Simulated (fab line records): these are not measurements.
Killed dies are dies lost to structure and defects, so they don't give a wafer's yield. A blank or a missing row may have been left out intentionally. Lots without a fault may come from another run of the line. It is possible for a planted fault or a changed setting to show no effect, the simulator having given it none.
Chamber matching :: flow nand-harc :: NHARC_P_ZERO_WELL_ETCH_63 on rie-si-05 has 4 sister chambers
The step etches the open film in HBr/Cl2, target depth 120 nm, time 40.1 s. 8 wafers are shown with their chamber, then 7 later ones without.

## WAFERS, EACH WITH ITS CHAMBER
wafer: L407.5
chamber: 2
drypump-motor-current-A (A): 5.8
oes-product-au (a.u.): 0.994

wafer: L414.3
chamber: 1
drypump-motor-current-A (A): 5.7
oes-product-au (a.u.): 1.010

wafer: L421.1
chamber: 1
drypump-motor-current-A (A): 5.6
oes-product-au (a.u.): 1.024

wafer: L421.5
chamber: 2
drypump-motor-current-A (A): 5.8
oes-product-au (a.u.): 1.008

wafer: L424.5
chamber: 3
drypump-motor-current-A (A): 6.3
oes-product-au (a.u.): 0.984

wafer: L424.6
chamber: 0
drypump-motor-current-A (A): 4.9
oes-product-au (a.u.): 1.010

wafer: L426.2
chamber: 0
drypump-motor-current-A (A): 4.9
oes-product-au (a.u.): 1.013

wafer: L426.3
chamber: 3
drypump-motor-current-A (A): 6.2
oes-product-au (a.u.): 0.984

## WAFERS WITH NO CHAMBER GIVEN
wafer: L426.6
drypump-motor-current-A (A): 5.7
oes-product-au (a.u.): 1.025

wafer: L427.2
drypump-motor-current-A (A): 5.7
oes-product-au (a.u.): 1.025

wafer: L427.4
drypump-motor-current-A (A): 4.9
oes-product-au (a.u.): 1.021

wafer: L427.5
drypump-motor-current-A (A): 6.2
oes-product-au (a.u.): 0.982

wafer: L428.3
drypump-motor-current-A (A): 5.9
oes-product-au (a.u.): 0.996

wafer: L428.5
drypump-motor-current-A (A): 4.9
oes-product-au (a.u.): 1.016

wafer: L428.6
drypump-motor-current-A (A): 5.7
oes-product-au (a.u.): 1.004

## CHAMBER TAKEN BY EACH
wafer: L426.6
from the rows above: 1
in truth: 1

wafer: L427.2
from the rows above: 1
in truth: 1

wafer: L427.4
from the rows above: 0
in truth: 0

wafer: L427.5
from the rows above: 3
in truth: 3

wafer: L428.3
from the rows above: 2
in truth: 2

wafer: L428.5
from the rows above: 0
in truth: 0

wafer: L428.6
from the rows above: can't be placed: 2 or 1
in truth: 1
6 of 7 placed correctly. Not placeable from these rows: 1 (in 1, the candidates include the true chamber). Wrongly placed: 0.
How it was worked out, from the rows above alone: a wafer's distance from a chamber is the root of the sum, over the readings, of the square of ((its reading less the chamber's mean) divided by the reading's scatter). If the next closest chamber is less than 2 further off than the closest, the wafer can't be placed; otherwise it belongs to the closest. For every chamber, the mean is computed from those of its wafers that are shown. The scatter is the square root of a quotient: the sum, over the shown wafers, of each reading's squared deviation from its chamber's mean, divided by wafers minus chambers.
